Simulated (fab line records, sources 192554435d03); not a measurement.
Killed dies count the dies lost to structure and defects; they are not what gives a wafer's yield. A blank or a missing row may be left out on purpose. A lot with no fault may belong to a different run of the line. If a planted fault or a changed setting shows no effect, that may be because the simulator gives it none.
Chamber matching || flow n5 finfet || 4 sister chambers for N5_BEOL_M9_ETCH_62 on rie diel-06
The step etches SOC in N2/H2, target depth 110 nm, overetch 22 nm, time 165 s. 4 wafers are shown with their chamber, then 7 later ones without.

## EACH WAFER AND ITS CHAMBER
{"wafer": "L082.5", "chamber": 1, "showerhead plenum p Torr (Torr)": 2.53}
{"wafer": "L088.2", "chamber": 0, "showerhead plenum p Torr (Torr)": 2.64}
{"wafer": "L087.2", "chamber": 3, "showerhead plenum p Torr (Torr)": 2.40}
{"wafer": "L087.3", "chamber": 2, "showerhead plenum p Torr (Torr)": 2.61}

## WAFERS WHOSE CHAMBER IS MISSING
{"wafer": "L087.5", "showerhead plenum p Torr (Torr)": 2.61}
{"wafer": "L090.1", "showerhead plenum p Torr (Torr)": 2.61}
{"wafer": "L090.5", "showerhead plenum p Torr (Torr)": 2.64}
{"wafer": "L090.6", "showerhead plenum p Torr (Torr)": 2.53}
{"wafer": "L093.1", "showerhead plenum p Torr (Torr)": 2.39}
{"wafer": "L093.3", "showerhead plenum p Torr (Torr)": 2.64}
{"wafer": "L093.5", "showerhead plenum p Torr (Torr)": 2.60}

## THE CHAMBER EACH PASSED THROUGH
{"wafer": "L087.5", "from the rows above": 2, "in truth": 2}
{"wafer": "L090.1", "from the rows above": 2, "in truth": 2}
{"wafer": "L090.5", "from the rows above": 0, "in truth": 0}
{"wafer": "L090.6", "from the rows above": 1, "in truth": 1}
{"wafer": "L093.1", "from the rows above": 3, "in truth": 3}
{"wafer": "L093.3", "from the rows above": 0, "in truth": 0}
{"wafer": "L093.5", "from the rows above": 2, "in truth": 2}
Placed correctly: 7 of 7. Number that these rows cannot place: 0. Number placed wrongly: 0.
How it was worked out, from the rows above alone: a wafer's distance from a chamber is the root of the sum, over the readings, of the square of ((its reading less the chamber's mean) divided by the reading's scatter). The wafer belongs to the nearest chamber; if the next one is less than 2 further off, it can't be placed. Each chamber's mean is taken over the wafers shown for it. The scatter: root of mean squared gap, hidden wafer to nearest shown wafer, with one shown wafer a chamber.
